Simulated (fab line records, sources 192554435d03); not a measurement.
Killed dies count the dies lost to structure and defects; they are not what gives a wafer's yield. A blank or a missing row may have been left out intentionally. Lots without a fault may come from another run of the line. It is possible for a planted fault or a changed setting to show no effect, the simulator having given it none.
Matching of chambers / flow n5 finfet / rie diel-02 running N5_BEOL_M13_ETCH_59: 4 sister chambers
The step etches BARC in N2/H2, target depth 89 nm, overetch 26.7 nm, time 67.9 s. 16 wafers are shown with their chamber, then 8 later ones without.

== WAFERS PAIRED WITH THEIR CHAMBERS ==
wafer=L082.1; chamber=3; oes product au (a.u.)=0.65; throttle valve pct (%)=18.20; drypump motor current A (A)=6.5
wafer=L082.2; chamber=1; oes product au (a.u.)=0.59; throttle valve pct (%)=18.01; drypump motor current A (A)=5.7
wafer=L082.4; chamber=1; oes product au (a.u.)=0.59; throttle valve pct (%)=18.00; drypump motor current A (A)=5.7
wafer=L083.1; chamber=0; oes product au (a.u.)=0.60; throttle valve pct (%)=18.22; drypump motor current A (A)=6.5
wafer=L083.4; chamber=1; oes product au (a.u.)=0.58; throttle valve pct (%)=18.01; drypump motor current A (A)=5.7
wafer=L083.5; chamber=3; oes product au (a.u.)=0.65; throttle valve pct (%)=18.23; drypump motor current A (A)=6.6
wafer=L080.3; chamber=0; oes product au (a.u.)=0.61; throttle valve pct (%)=18.24; drypump motor current A (A)=6.6
wafer=L080.4; chamber=1; oes product au (a.u.)=0.59; throttle valve pct (%)=17.99; drypump motor current A (A)=5.7
wafer=L080.5; chamber=3; oes product au (a.u.)=0.64; throttle valve pct (%)=18.23; drypump motor current A (A)=6.5
wafer=L084.4; chamber=1; oes product au (a.u.)=0.59; throttle valve pct (%)=18.01; drypump motor current A (A)=5.7
wafer=L084.5; chamber=0; oes product au (a.u.)=0.60; throttle valve pct (%)=18.24; drypump motor current A (A)=6.5
wafer=L084.6; chamber=3; oes product au (a.u.)=0.65; throttle valve pct (%)=18.23; drypump motor current A (A)=6.5
wafer=L086.2; chamber=2; oes product au (a.u.)=0.83; throttle valve pct (%)=17.64; drypump motor current A (A)=5.8
wafer=L086.3; chamber=1; oes product au (a.u.)=0.59; throttle valve pct (%)=18.02; drypump motor current A (A)=5.7
wafer=L086.4; chamber=0; oes product au (a.u.)=0.60; throttle valve pct (%)=18.28; drypump motor current A (A)=6.5
wafer=L090.1; chamber=3; oes product au (a.u.)=0.64; throttle valve pct (%)=18.24; drypump motor current A (A)=6.5

SIGNATURES (means of the wafers above)
reading=oes product au; chamber 0=0.6025; chamber 1=0.5883; chamber 2=0.8300; chamber 3=0.6460; scatter within a chamber=0.00482
reading=throttle valve pct; chamber 0=18.2450; chamber 1=18.0067; chamber 2=17.6400; chamber 3=18.2260; scatter within a chamber=0.0167
reading=drypump motor current A; chamber 0=6.525; chamber 1=5.700; chamber 2=5.800; chamber 3=6.520; scatter within a chamber=0.0359
Rule: distance of a wafer from a chamber = root of the sum over the readings of ((wafer's reading minus chamber's mean) / reading's scatter) squared. If the next closest chamber is less than 2 further off than the closest, the wafer can't be placed; otherwise it belongs to the closest. How the scatter is found: for the shown wafers, subtract from each reading the mean of its chamber, square and add these, divide the total by (wafers less chambers), then take the root.

== WAFERS MISSING THEIR CHAMBER ==
wafer=L090.2; oes product au (a.u.)=0.59; throttle valve pct (%)=18.01; drypump motor current A (A)=5.7
wafer=L090.4; oes product au (a.u.)=0.61; throttle valve pct (%)=18.25; drypump motor current A (A)=6.5
wafer=L091.2; oes product au (a.u.)=0.81; throttle valve pct (%)=17.66; drypump motor current A (A)=5.9
wafer=L091.4; oes product au (a.u.)=0.59; throttle valve pct (%)=18.03; drypump motor current A (A)=5.7
wafer=L091.5; oes product au (a.u.)=0.59; throttle valve pct (%)=18.03; drypump motor current A (A)=5.7
wafer=L093.1; oes product au (a.u.)=0.58; throttle valve pct (%)=18.06; drypump motor current A (A)=5.7
wafer=L093.2; oes product au (a.u.)=0.59; throttle valve pct (%)=18.28; drypump motor current A (A)=6.6
wafer=L093.4; oes product au (a.u.)=0.76; throttle valve pct (%)=17.67; drypump motor current A (A)=5.8

== WHICH CHAMBER EACH ONE RAN IN ==
wafer=L090.2; from the rows above=1; in truth=1
wafer=L090.4; from the rows above=0; in truth=0
wafer=L091.2; from the rows above=2; in truth=2
wafer=L091.4; from the rows above=1; in truth=1
wafer=L091.5; from the rows above=1; in truth=1
wafer=L093.1; from the rows above=1; in truth=1
wafer=L093.2; from the rows above=0; in truth=0
wafer=L093.4; from the rows above=2; in truth=2
Correct placement for 8 of the 8. Can't be placed from these rows: 0. 0 placed wrongly.
